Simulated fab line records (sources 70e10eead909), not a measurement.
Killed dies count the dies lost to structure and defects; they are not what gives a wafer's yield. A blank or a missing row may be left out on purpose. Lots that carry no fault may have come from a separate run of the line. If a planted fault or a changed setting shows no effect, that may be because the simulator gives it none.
fab line records | flow nand_harc
record: lots: 13 | wafers: 39 | last_day: 34
route steps=1302 shown A_STAIRCASE@889 A_SGD_CUT@903 END@1302
lots that met no fault: from a run of the same line without faults
start_h: start of the lot's first displayed wafer, in hours after the record's first day | wait_h: time in hours since the lot's previous step | " unchanged from the row above | L1.1+2: a single row standing in for several wafers | - no value, or no start was given | * or withheld: withheld | < > ~ a bound
route shown NAME@n: NAME is a module with steps in the file, n the number in the route of the first one | usual: mean/standard deviation of fault-free wafers | same: alike in all rows | chamber/n: place in a boat | sites: the reading at each site | _std_site: their standard deviation | _edge_site: inner sites' mean taken away from outer sites' mean | radius_mm: how far each site lies from the wafer's centre | mask NAME#n: copy n | behind: tool/chamber where the wafer was last shaped | hold: why the lot was held/for how many hours/how that ended | device: the n, p or np transistor that did not switch | end of line: at the end of the route, the tests of the same wafers | a step without rows: its recipe alone | killed: at the first sort, the dies lost to defects and structure; wafer yield is something else | map: a wafer's dies, marking killed ones x, the rest . and places with no die _
set.NAME: the setting as run; set.NAME@STEP: as run at that earlier step | model.NAME: the simulator's own value behind a step, which no gauge read
steps of the route over a sample of lots; a table a step, a row a wafer
services: the hour from which a tool's chamber was out of use, counted from the record's first day as start_h (under 0 if before that day), plus the number of hours and why
== steps ==
step: NHARC_A_STAIRCASE_INSPECT_155
usual: raw_defect_count: 464/100
lot.wafer | tool              | chamber | start_h | wait_h | raw_defect_count
L732.1    | defect_inspect-01 | -       | 445.72  | 0.1    | 461
L732.2    | "                 | -       | "       | "      | 402
L732.6    | "                 | -       | "       | "      | 339
L734.2    | defect_inspect-01 | -       | 467.94  | 0.1    | 451
L734.3    | "                 | -       | "       | "      | 560
L734.6    | "                 | -       | "       | "      | 448
L735.1    | defect_inspect-02 | -       | 475.13  | 0.1    | 569
L735.3    | "                 | -       | "       | "      | 491
L735.6    | "                 | -       | "       | "      | 640
L739.2    | defect_inspect-01 | -       | 529.88  | 0.1    | 536
L739.5    | "                 | -       | "       | "      | 431
L739.6    | "                 | -       | "       | "      | 499
L743.3    | defect_inspect-01 | -       | 568.00  | 0.1    | 370
L743.4    | "                 | -       | "       | "      | 360
L743.6    | "                 | -       | "       | "      | 307
L746.2    | defect_inspect-01 | -       | 591.69  | 0.1    | 488
L746.4    | "                 | -       | "       | "      | 487
L746.5    | "                 | -       | "       | "      | 620
L747.1    | defect_inspect-01 | -       | 594.65  | 0.1    | 304
L747.2    | "                 | -       | "       | "      | 353
L747.3    | "                 | -       | "       | "      | 329
L748.4    | defect_inspect-02 | -       | 614.99  | 0.1    | 421
L748.5    | "                 | -       | "       | "      | 433
L748.6    | "                 | -       | "       | "      | 570
L749.1    | defect_inspect-02 | -       | 626.27  | 0.1    | 434
L749.3    | "                 | -       | "       | "      | 405
L749.4    | "                 | -       | "       | "      | 447
L750.1    | defect_inspect-01 | -       | 626.49  | 0.1    | 314
L750.2    | "                 | -       | "       | "      | 470
L750.3    | "                 | -       | "       | "      | 295
L751.4    | defect_inspect-01 | -       | 646.98  | 0.1    | 467
L751.5    | "                 | -       | "       | "      | 450
L751.6    | "                 | -       | "       | "      | 639
L753.2    | defect_inspect-01 | -       | 671.70  | 0.1    | 302
L753.3    | "                 | -       | "       | "      | 479
L753.5    | "                 | -       | "       | "      | 455
L752.2    | defect_inspect-02 | -       | 677.92  | 0.1    | 378
L752.3    | "                 | -       | "       | "      | 502
L752.6    | "                 | -       | "       | "      | 407
step: NHARC_A_SGD_CUT_INSPECT_11
usual: raw_defect_count: 63/23
lot.wafer | tool              | chamber | start_h | wait_h | raw_defect_count
L732.1    | defect_inspect-02 | -       | 446.63  | 0.0    | 53
L732.2    | "                 | -       | "       | "      | 57
L732.6    | "                 | -       | "       | "      | 58
L734.2    | defect_inspect-01 | -       | 468.85  | 0.0    | 132
L734.3    | "                 | -       | "       | "      | 100
L734.6    | "                 | -       | "       | "      | 113
L735.1    | defect_inspect-02 | -       | 476.04  | 0.0    | 77
L735.3    | "                 | -       | "       | "      | 65
L735.6    | "                 | -       | "       | "      | 75
L739.2    | defect_inspect-01 | -       | 530.68  | 0.0    | 30
L739.5    | "                 | -       | "       | "      | 25
L739.6    | "                 | -       | "       | "      | 19
L743.3    | defect_inspect-01 | -       | 568.79  | 0.0    | 66
L743.4    | "                 | -       | "       | "      | 70
L743.6    | "                 | -       | "       | "      | 53
L746.2    | defect_inspect-01 | -       | 592.49  | 0.0    | 54
L746.4    | "                 | -       | "       | "      | 48
L746.5    | "                 | -       | "       | "      | 49
L747.1    | defect_inspect-02 | -       | 595.43  | 0.0    | 69
L747.2    | "                 | -       | "       | "      | 70
L747.3    | "                 | -       | "       | "      | 72
L748.4    | defect_inspect-02 | -       | 615.90  | 0.0    | 19
L748.5    | "                 | -       | "       | "      | 21
L748.6    | "                 | -       | "       | "      | 31
L749.1    | defect_inspect-01 | -       | 627.19  | 0.0    | 66
L749.3    | "                 | -       | "       | "      | 49
L749.4    | "                 | -       | "       | "      | 71
L750.1    | defect_inspect-02 | -       | 627.40  | 0.0    | 47
L750.2    | "                 | -       | "       | "      | 61
L750.3    | "                 | -       | "       | "      | 68
L751.4    | defect_inspect-01 | -       | 647.89  | 0.0    | 68
L751.5    | "                 | -       | "       | "      | 59
L751.6    | "                 | -       | "       | "      | 65
L753.2    | defect_inspect-02 | -       | 672.48  | 0.0    | 57
L753.3    | "                 | -       | "       | "      | 71
L753.5    | "                 | -       | "       | "      | 69
L752.2    | defect_inspect-02 | -       | 678.84  | 0.0    | 94
L752.3    | "                 | -       | "       | "      | 69
L752.6    | "                 | -       | "       | "      | 88
step: NHARC_A_SGD_CUT_ETCH_58
recipe: target_depth_a: 390 | over_etch_frac: 0.3 | time_s: 65 | ion_energy_ev: 80 | cf4_flow_sccm: 150 | ar_flow_sccm: 0 | rf_w: 300 | bias_w: 100 | chemistry: CF4
usual: drypump_motor_current_A: 5.5/0.54 | oes_product_au: 0.999/0.011 | rf_vpp_V: 151.0/1.1 | showerhead_plenum_p_Torr: 1.75/0.066 | throttle_valve_pct: 13.284/0.0091
same: over_etch_frac: 0.3
lot.wafer | tool        | chamber | start_h | wait_h | drypump_motor_current_A | oes_product_au | rf_hours_counter_h | rf_vpp_V | showerhead_plenum_p_Torr | throttle_valve_pct
L732.1    | rie_diel-08 | 0       | 446.79  | 0.1    | 6.3                     | 1.006          | 3                  | 151.2    | 1.76                     | 13.281
L732.2    | "           | 1       | "       | "      | 4.9                     | 1.022          | 3                  | 150.8    | 1.75                     | 13.284
L732.6    | "           | 2       | "       | "      | 4.9                     | 1.002          | -                  | 149.6    | 1.71                     | 13.277
L734.2    | rie_diel-02 | 1       | 469.01  | 0.1    | 5.2                     | 0.977          | 3                  | 150.0    | 1.66                     | 13.290
L734.3    | "           | 2       | "       | "      | 5.7                     | 0.983          | 3                  | 152.4    | 1.82                     | 13.294
L734.6    | "           | 3       | "       | "      | 6.3                     | 0.982          | -                  | 151.0    | 1.80                     | 13.278
L735.3    | rie_diel-08 | 1       | 476.19  | 0.1    | 5.0                     | 1.024          | 4                  | 150.9    | 1.75                     | 13.274
L735.1    | "           | 2       | "       | "      | 4.9                     | 0.994          | 4                  | 150.6    | 1.71                     | 13.288
L735.6    | "           | 2       | "       | "      | 4.9                     | 0.984          | -                  | 150.8    | 1.71                     | 13.261
L739.2    | rie_diel-08 | 0       | 530.85  | 0.1    | 6.3                     | 1.007          | 7                  | 153.1    | 1.76                     | 13.293
L739.6    | "           | 1       | "       | "      | 4.9                     | 1.011          | -                  | 151.2    | 1.75                     | 13.276
L739.5    | "           | 2       | "       | "      | 4.9                     | 0.996          | -                  | 150.4    | 1.71                     | 13.274
L743.3    | rie_diel-08 | 0       | 568.93  | 0.1    | 6.3                     | 0.993          | 1                  | 150.1    | 1.76                     | 13.294
L743.4    | "           | 3       | "       | "      | 5.9                     | 0.991          | 1                  | 152.7    | 1.87                     | 13.277
L743.6    | "           | 1       | "       | "      | 5.0                     | 0.996          | -                  | 151.9    | 1.75                     | 13.282
L746.2    | rie_diel-08 | 3       | 592.65  | 0.1    | 5.9                     | 0.983          | 2                  | 153.4    | 1.87                     | 13.283
L746.4    | "           | 0       | "       | "      | 6.3                     | 0.998          | 2                  | 150.8    | 1.76                     | 13.285
L746.5    | "           | 1       | "       | "      | 5.0                     | 0.993          | -                  | 151.1    | 1.74                     | 13.293
L747.3    | rie_diel-08 | 2       | 595.58  | 0.1    | 4.9                     | 0.995          | 3                  | 149.6    | 1.70                     | 13.283
L747.2    | "           | 3       | "       | "      | 5.9                     | 0.979          | 2                  | 152.8    | 1.87                     | 13.272
L747.1    | "           | 0       | "       | "      | 6.3                     | 1.002          | 2                  | 151.6    | 1.76                     | 13.263
L748.4    | rie_diel-08 | 3       | 616.04  | 0.1    | 5.9                     | 0.991          | 3                  | 152.4    | 1.87                     | 13.280
L748.5    | "           | 3       | "       | "      | 5.9                     | 0.984          | -                  | 150.5    | 1.87                     | 13.274
L748.6    | "           | 0       | "       | "      | 6.3                     | 1.003          | -                  | 150.4    | 1.76                     | 13.299
L749.3    | rie_diel-06 | 2       | 627.34  | 0.1    | 4.7                     | 1.011          | 10                 | 151.8    | 1.72                     | 13.287
L749.4    | "           | 3       | "       | "      | 5.5                     | 1.008          | 9                  | 151.4    | 1.85                     | 13.267
L749.1    | "           | 0       | "       | "      | 6.1                     | 1.005          | 10                 | 151.2    | 1.66                     | 13.270
L750.2    | rie_diel-02 | 1       | 627.55  | 0.1    | 5.2                     | 0.992          | 3                  | 149.8    | 1.66                     | 13.273
L750.3    | "           | 3       | "       | "      | 6.3                     | 0.971          | 2                  | 150.8    | 1.80                     | 13.288
L750.1    | "           | 0       | "       | "      | 5.7                     | 0.996          | 2                  | 150.5    | 1.67                     | 13.283
L751.4    | rie_diel-02 | 1       | 648.04  | 0.1    | 5.2                     | 0.982          | 4                  | 150.1    | 1.66                     | 13.266
L751.6    | "           | 3       | "       | "      | 6.3                     | 0.983          | -                  | 150.9    | 1.80                     | 13.292
L751.5    | "           | 0       | "       | "      | 5.7                     | 1.006          | -                  | 149.8    | 1.67                     | 13.272
L753.2    | rie_diel-08 | 1       | 672.64  | 0.1    | 5.0                     | 1.011          | 5                  | 149.9    | 1.74                     | 13.287
L753.3    | "           | 3       | "       | "      | 5.9                     | 0.988          | 5                  | 151.9    | 1.87                     | 13.278
L753.5    | "           | 1       | "       | "      | 5.0                     | 1.018          | -                  | 149.6    | 1.74                     | 13.284
L752.3    | rie_diel-06 | 2       | 678.99  | 0.1    | 4.7                     | 0.992          | 1                  | 150.6    | 1.72                     | 13.279
L752.2    | "           | 0       | "       | "      | 6.1                     | 0.995          | 1                  | 150.5    | 1.66                     | 13.289
L752.6    | "           | 2       | "       | "      | 4.7                     | 0.993          | -                  | 150.3    | 1.72                     | 13.279
step: NHARC_A_SGD_CUT_ETCH_16
recipe: target_depth_a: 3105 | time_s: 155.2 | c4f8_flow_sccm: withheld | o2_flow_sccm: 8 | ar_flow_sccm: withheld | rf_w: 600 | bias_w: 800 | chemistry: C4F8/O2/Ar
usual: oes_product_au: 0.972/0.014 | rf_vpp_V: 722/4.1
lot.wafer | tool        | chamber | start_h | wait_h | oes_product_au | rf_hours_counter_h | rf_vpp_V
L732.2    | rie_diel-08 | 1       | 447.26  | -      | 0.989          | 3                  | 721
L732.1    | "           | 3       | "       | "      | 0.984          | 3                  | 730
L732.6    | "           | 1       | "       | "      | 0.998          | -                  | 721
L734.2    | rie_diel-02 | 3       | 469.48  | -      | 0.968          | 4                  | 725
L734.3    | "           | 2       | "       | "      | 0.970          | 4                  | 726
L734.6    | "           | 0       | "       | "      | 0.985          | -                  | 717
L735.3    | rie_diel-08 | 1       | 476.67  | -      | 0.980          | 4                  | 724
L735.1    | "           | 3       | "       | "      | 0.951          | 4                  | 730
L735.6    | "           | 1       | "       | "      | 0.991          | -                  | 722
L739.2    | rie_diel-08 | 1       | 531.34  | -      | 0.982          | 6                  | 721
L739.6    | "           | 3       | "       | "      | 0.961          | -                  | 729
L739.5    | "           | 0       | "       | "      | 0.994          | -                  | 723
L743.4    | rie_diel-08 | 2       | 569.43  | -      | 0.961          | 1                  | 719
L743.3    | "           | 0       | "       | "      | 0.980          | 1                  | 722
L743.6    | "           | 2       | "       | "      | 0.966          | -                  | 720
L746.4    | rie_diel-08 | 2       | 593.13  | -      | 0.983          | 2                  | 720
L746.2    | "           | 0       | "       | "      | 0.882          | 2                  | 721
L746.5    | "           | 1       | "       | "      | 0.967          | -                  | 719
L747.3    | rie_diel-08 | 2       | 596.06  | -      | 0.981          | 3                  | 720
L747.1    | "           | 0       | "       | "      | 0.882          | 2                  | 722
L747.2    | "           | 1       | "       | "      | 0.993          | 3                  | 722
L748.4    | rie_diel-08 | 2       | 616.57  | -      | 0.961          | 3                  | 719
L748.6    | "           | 3       | "       | "      | 0.968          | -                  | 728
L748.5    | "           | 0       | "       | "      | 0.885          | -                  | 724
L749.4    | rie_diel-06 | 2       | 627.82  | -      | 0.969          | 10                 | 720
L749.1    | "           | 0       | "       | "      | 0.970          | 10                 | 719
L749.3    | "           | 1       | "       | "      | 0.978          | 10                 | 721
L750.3    | rie_diel-02 | 1       | 628.04  | -      | 0.949          | 3                  | 717
L750.1    | "           | 3       | "       | "      | 0.972          | 2                  | 725
L750.2    | "           | 0       | "       | "      | 0.984          | 3                  | 717
L751.4    | rie_diel-02 | 1       | 648.53  | -      | 0.973          | 4                  | 717
L751.5    | "           | 0       | "       | "      | 0.970          | -                  | 716
L751.6    | "           | 1       | "       | "      | 0.970          | -                  | 717
L753.2    | rie_diel-08 | 0       | 673.13  | -      | 0.966          | 5                  | 723
L753.3    | "           | 1       | "       | "      | 0.971          | 5                  | 721
L753.5    | "           | 0       | "       | "      | 0.962          | -                  | 723
L752.3    | rie_diel-06 | 3       | 679.47  | -      | 0.983          | 1                  | 729
L752.2    | "           | 1       | "       | "      | 0.974          | 1                  | 718
L752.6    | "           | 0       | "       | "      | 0.976          | -                  | 716
step: NHARC_END_SORT_01
recipe: temp_c: 25
usual: killed_at_array: 64/16 | killed_at_other: 1.0/1.1 | killed_at_periphery: 3.5/2.3 | killed_dies: 69/17 | killed_open: 3.2/1.6 | killed_short: 2.4/1.6
same: gross_dies: 677
lot.wafer | tool      | chamber | start_h | wait_h | killed_at_array | killed_at_other | killed_at_periphery | killed_dies | killed_open | killed_short
L734.2    | prober-01 | 0       | 591.50  | 2.8    | 87              | 2               | 6                   | 95          | 2           | 3
L734.3    | prober-01 | 0       | 592.30  | 3.1    | 50              | 5               | 12                  | 67          | 4           | 2
L734.6    | prober-01 | 0       | 594.71  | 4.0    | 74              | 0               | 1                   | 75          | 1           | 3
L743.3    | prober-02 | 0       | 700.84  | 3.1    | 79              | 1               | 0                   | 80          | 1           | 1
L743.4    | prober-02 | 0       | 701.63  | 3.4    | 88              | 0               | 2                   | 90          | 5           | 1
L743.6    | prober-02 | 0       | 703.21  | 3.9    | 68              | 1               | 3                   | 72          | 2           | 3
L747.1    | prober-01 | 0       | 711.31  | 2.5    | 671             | 1               | 5                   | 677         | 6           | 2
L747.2    | prober-01 | 0       | 712.10  | 2.8    | 101             | 0               | 4                   | 105         | 2           | 0
L747.3    | prober-01 | 0       | 712.89  | 3.1    | 98              | 1               | 3                   | 102         | 2           | 0
L746.2    | prober-02 | 0       | 725.19  | 2.8    | 669             | 0               | 8                   | 677         | 4           | 4
L746.4    | prober-02 | 0       | 726.81  | 3.4    | 78              | 1               | 1                   | 80          | 3           | 4
L746.5    | prober-02 | 0       | 727.62  | 3.7    | 60              | 0               | 8                   | 68          | 1           | 3
L748.4    | prober-01 | 0       | 754.24  | 3.4    | 31              | 3               | 1                   | 35          | 4           | 1
L748.5    | prober-01 | 0       | 755.04  | 3.7    | 671             | 3               | 3                   | 677         | 4           | 1
L748.6    | prober-01 | 0       | 755.83  | 4.0    | 35              | 0               | 2                   | 37          | 2           | 1
L751.4    | prober-01 | 0       | 774.72  | 3.4    | 78              | 1               | 4                   | 83          | 2           | 1
L751.5    | prober-01 | 0       | 775.53  | 3.8    | 77              | 2               | 6                   | 85          | 3           | 4
L751.6    | prober-01 | 0       | 776.34  | 4.1    | 79              | 1               | 4                   | 84          | 6           | 3
L752.2    | prober-02 | 0       | 811.42  | 2.8    | 84              | 0               | 4                   | 88          | 3           | 1
L752.3    | prober-02 | 0       | 812.22  | 3.1    | 55              | 1               | 0                   | 56          | 2           | 1
L752.6    | prober-02 | 0       | 814.62  | 4.0    | 69              | 1               | 2                   | 72          | 0           | 4
killed by level:class
L734.2 A_CHANNEL_HOLE_D2:chamber_film_flake=41 A_CHANNEL_HOLE_D1:chamber_film_flake=37 A_CONTACT:chamber_film_flake=4 P_ZERO_WELL:chamber_film_flake=2 THIN_TSV:chamber_film_flake=2 P_STI:geometric_particle:short=1 P_CONTACT:geometric_particle:open=1 A_DECK1_JOINT:geometric_particle:short=1
L734.3 A_CHANNEL_HOLE_D2:chamber_film_flake=23 A_CHANNEL_HOLE_D1:chamber_film_flake=19 THIN_TSV:chamber_film_flake=5 P_ZERO_WELL:chamber_film_flake=4 P_CONTACT:chamber_film_flake=4 A_CONTACT:chamber_film_flake=3 P_STI:geometric_particle:open=1 P_M0:geometric_particle:open=1
L734.6 A_CHANNEL_HOLE_D1:chamber_film_flake=40 A_CHANNEL_HOLE_D2:chamber_film_flake=28 A_DECK1_JOINT:geometric_particle:short=1 A_CHANNEL_HOLE_D2:geometric_particle:short=1 A_SGD_CUT:geometric_particle:short=1 A_M0:geometric_particle:open=1 P_GATE:chamber_film_flake=1 A_STAIRCASE:chamber_film_flake=1
L743.3 A_CHANNEL_HOLE_D1:chamber_film_flake=37 A_SLIT:chamber_film_flake=31 A_CONTACT:chamber_film_flake=3 A_CHANNEL_FILL_D1:chamber_film_flake=2 A_WL_FILL:chamber_film_flake=2 A_ONON_D1:geometric_particle:short=1 A_CHANNEL_HOLE_D1:geometric_particle:open=1 A_SGD_CUT:chamber_film_flake=1
L743.4 A_CHANNEL_HOLE_D1:chamber_film_flake=39 A_SLIT:chamber_film_flake=31 A_CHANNEL_HOLE_D2:chamber_film_flake=6 A_CHANNEL_FILL_D1:geometric_particle:open=3 A_CONTACT:chamber_film_flake=3 A_CHANNEL_FILL_D1:chamber_film_flake=2 P_CONTACT:geometric_particle:open=1 A_SLIT:geometric_particle:open=1
L743.6 A_CHANNEL_HOLE_D1:chamber_film_flake=24 A_SLIT:chamber_film_flake=24 A_WL_FILL:chamber_film_flake=5 A_CHANNEL_HOLE_D2:chamber_film_flake=4 A_DECK1_JOINT:geometric_particle:open=2 P_GATE:chamber_film_flake=2 A_STAIRCASE:chamber_film_flake=2 A_CONTACT:chamber_film_flake=2
L747.1 A_SGD_CUT:area_etch=575 A_SLIT:chamber_film_flake=39 A_CHANNEL_HOLE_D1:chamber_film_flake=32 A_CONTACT:chamber_film_flake=9 A_CHANNEL_HOLE_D2:chamber_film_flake=4 A_ZERO_WELL:chamber_film_flake=3 A_CHANNEL_FILL_D1:chamber_film_flake=2 A_STAIRCASE:chamber_film_flake=2
L747.2 A_SLIT:chamber_film_flake=38 A_CHANNEL_HOLE_D1:chamber_film_flake=31 A_CONTACT:chamber_film_flake=17 A_CHANNEL_HOLE_D2:chamber_film_flake=7 P_M2:chamber_film_flake=3 A_ONON_D2:geometric_particle:open=2 A_CHANNEL_FILL_D1:chamber_film_flake=2 A_WL_FILL:chamber_film_flake=2
L747.3 A_CHANNEL_HOLE_D1:chamber_film_flake=36 A_SLIT:chamber_film_flake=34 A_CONTACT:chamber_film_flake=13 A_CHANNEL_FILL_D1:chamber_film_flake=4 A_CHANNEL_HOLE_D2:chamber_film_flake=4 P_M2:chamber_film_flake=3 A_CHANNEL_FILL_D2:chamber_film_flake=2 A_WL_FILL:chamber_film_flake=2
L746.2 A_SGD_CUT:area_etch=608 A_SLIT:chamber_film_flake=25 A_CHANNEL_HOLE_D2:chamber_film_flake=12 A_CHANNEL_HOLE_D1:chamber_film_flake=6 A_CONTACT:chamber_film_flake=6 P_M0:geometric_particle:open=3 P_CONTACT:chamber_film_flake=3 A_ZERO_WELL:chamber_film_flake=3
L746.4 A_SLIT:chamber_film_flake=36 A_CHANNEL_HOLE_D2:chamber_film_flake=21 A_STAIRCASE:chamber_film_flake=6 A_CHANNEL_HOLE_D1:chamber_film_flake=4 A_CONTACT:chamber_film_flake=3 A_ONON_D2:geometric_particle:open=2 A_ONON_D2:geometric_particle:short=1 A_WL_FILL:geometric_particle:short=1
L746.5 A_SLIT:chamber_film_flake=21 A_CHANNEL_HOLE_D2:chamber_film_flake=20 A_CHANNEL_HOLE_D1:chamber_film_flake=8 P_CONTACT:chamber_film_flake=4 A_CHANNEL_FILL_D1:geometric_particle:short=3 P_STI:chamber_film_flake=3 A_CONTACT:chamber_film_flake=3 A_STAIRCASE:chamber_film_flake=2
L748.4 A_CHANNEL_HOLE_D1:chamber_film_flake=12 A_SLIT:chamber_film_flake=7 A_CONTACT:chamber_film_flake=4 THIN_TSV:chamber_film_flake=3 A_M0:geometric_particle:open=2 A_M1:chamber_film_flake=2 P_STI:geometric_particle:short=1 A_ONON_D2:geometric_particle:open=1
L748.5 A_SGD_CUT:area_etch=638 A_CHANNEL_HOLE_D1:chamber_film_flake=13 A_CONTACT:chamber_film_flake=11 A_SLIT:chamber_film_flake=5 THIN_TSV:chamber_film_flake=3 P_GATE:geometric_particle:open=1 A_CONTACT:geometric_particle:open=1 A_CONTACT:geometric_particle:short=1
L748.6 A_CHANNEL_HOLE_D1:chamber_film_flake=13 A_SLIT:chamber_film_flake=8 A_STAIRCASE:chamber_film_flake=4 A_CONTACT:chamber_film_flake=2 A_M1:chamber_film_flake=2 A_ONON_D2:geometric_particle:open=1 A_CHANNEL_HOLE_D2:geometric_particle:short=1 A_M0:geometric_particle:open=1
L751.4 A_SLIT:chamber_film_flake=26 A_CHANNEL_HOLE_D2:chamber_film_flake=23 A_CHANNEL_HOLE_D1:chamber_film_flake=11 A_CONTACT:chamber_film_flake=10 P_ZERO_WELL:chamber_film_flake=3 A_STAIRCASE:chamber_film_flake=3 A_WL_FILL:chamber_film_flake=2 A_ONON_D2:geometric_particle:open=1
L751.5 A_SLIT:chamber_film_flake=31 A_CHANNEL_HOLE_D2:chamber_film_flake=18 A_CHANNEL_HOLE_D1:chamber_film_flake=13 A_CONTACT:chamber_film_flake=7 A_CHANNEL_FILL_D2:geometric_particle:short=2 P_ZERO_WELL:chamber_film_flake=2 A_STAIRCASE:chamber_film_flake=2 THIN_TSV:chamber_film_flake=2
L751.6 A_SLIT:chamber_film_flake=24 A_CHANNEL_HOLE_D2:chamber_film_flake=19 A_CONTACT:chamber_film_flake=15 A_CHANNEL_HOLE_D1:chamber_film_flake=9 A_STAIRCASE:chamber_film_flake=4 A_WL_FILL:chamber_film_flake=3 P_CONTACT:geometric_particle:open=2 A_ONON_D2:geometric_particle:short=2
L752.2 A_CHANNEL_HOLE_D2:chamber_film_flake=30 A_CHANNEL_HOLE_D1:chamber_film_flake=27 A_SLIT:chamber_film_flake=8 A_CONTACT:chamber_film_flake=6 A_STAIRCASE:chamber_film_flake=5 A_WL_FILL:chamber_film_flake=4 P_ZERO_WELL:chamber_film_flake=2 P_M1:geometric_particle:open=1
L752.3 A_CHANNEL_HOLE_D2:chamber_film_flake=14 A_CHANNEL_HOLE_D1:chamber_film_flake=13 A_SLIT:chamber_film_flake=8 A_STAIRCASE:chamber_film_flake=6 A_WL_FILL:chamber_film_flake=5 A_CONTACT:chamber_film_flake=5 A_BLC:geometric_particle:short=1 A_BLC:geometric_particle:open=1
L752.6 A_CHANNEL_HOLE_D2:chamber_film_flake=28 A_SLIT:chamber_film_flake=12 A_STAIRCASE:chamber_film_flake=9 A_CHANNEL_HOLE_D1:chamber_film_flake=7 A_CONTACT:chamber_film_flake=5 A_CHANNEL_FILL_D2:chamber_film_flake=2 A_WL_FILL:chamber_film_flake=2 P_M1:geometric_particle:short=1
== services ==
tool        | chamber | start_h | hours | kind
rie_diel-08 | 0       | 425.80  | -     | clean
rie_diel-08 | 1       | 425.80  | -     | clean
rie_diel-08 | 2       | 425.80  | -     | clean
rie_diel-08 | 3       | 425.80  | -     | clean
rie_diel-06 | 3       | 438.07  | 4.1   | repair
rie_diel-08 | 0       | 450.30  | -     | clean
rie_diel-08 | 1       | 450.30  | -     | clean
rie_diel-08 | 2       | 450.30  | -     | clean
rie_diel-08 | 3       | 450.30  | -     | clean
rie_diel-02 | 0       | 471.69  | 5.7   | repair
rie_diel-08 | 0       | 474.80  | -     | clean
rie_diel-08 | 1       | 474.80  | -     | clean
rie_diel-06 | -       | 484.23  | 9.0   | pm
rie_diel-06 | -       | 493.27  | 5.6   | repair
rie_diel-06 | 1       | 504.30  | 4.9   | repair
rie_diel-08 | 3       | 508.41  | 3.5   | repair
rie_diel-06 | -       | 523.55  | 0.5   | repair
rie_diel-02 | 0       | 526.22  | 5.4   | repair
rie_diel-08 | -       | 544.80  | 9.0   | pm
rie_diel-02 | -       | 570.70  | 9.0   | pm
rie_diel-06 | 3       | 598.50  | 14.2  | repair
rie_diel-06 | -       | 651.01  | 0.7   | repair
rie_diel-06 | -       | 661.23  | 9.0   | pm
rie_diel-08 | -       | 665.12  | 1.3   | repair
== key ==
first_sign: step: NHARC_A_SGD_CUT_ETCH_16 | reading: oes_product_au | direction: down | sigmas: 6.3 | usual: 0.972 | struck: 0.883
effect: step: NHARC_END_SORT_01 | reading: killed_at_array | direction: up | sigmas: 37 | usual: 64 | struck: 670
more_kills_born_at: NHARC_A_SGD_CUT_ETCH_16@rie_diel-08: 1821
met_at NHARC_A_SGD_CUT_ETCH_16
struck_lots L746,L747,L748
struck_wafers L746.2,L747.1,L748.5
later_rows_left_out L746.2,L747.1,L748.5
tester_left_out L746,L747,L748
not_acting_at NHARC_A_STAIRCASE_INSPECT_155,NHARC_A_SGD_CUT_INSPECT_11,NHARC_A_SGD_CUT_ETCH_58
onset_between 569.43 593.13
fault: kind: process_parameter_drift | tool: rie_diel-08 | chamber: 0 | onset_h: 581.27 | steps: NHARC_A_SGD_CUT_ETCH_16 | channel: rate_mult | offset: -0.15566 | shape: step | end_h: 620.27
tester_left_out: of these lots the tester's yield and bins aren't shown, on N5 and GAA mostly nor the transistor test; their killed dies are dies lost to structure and defects alone, not to doping, threshold or leakage, so they don't give the yield
later_rows_left_out: the simulator's readings of these wafers behind a module that went badly wrong aren't trusted and aren't shown, but for the sort
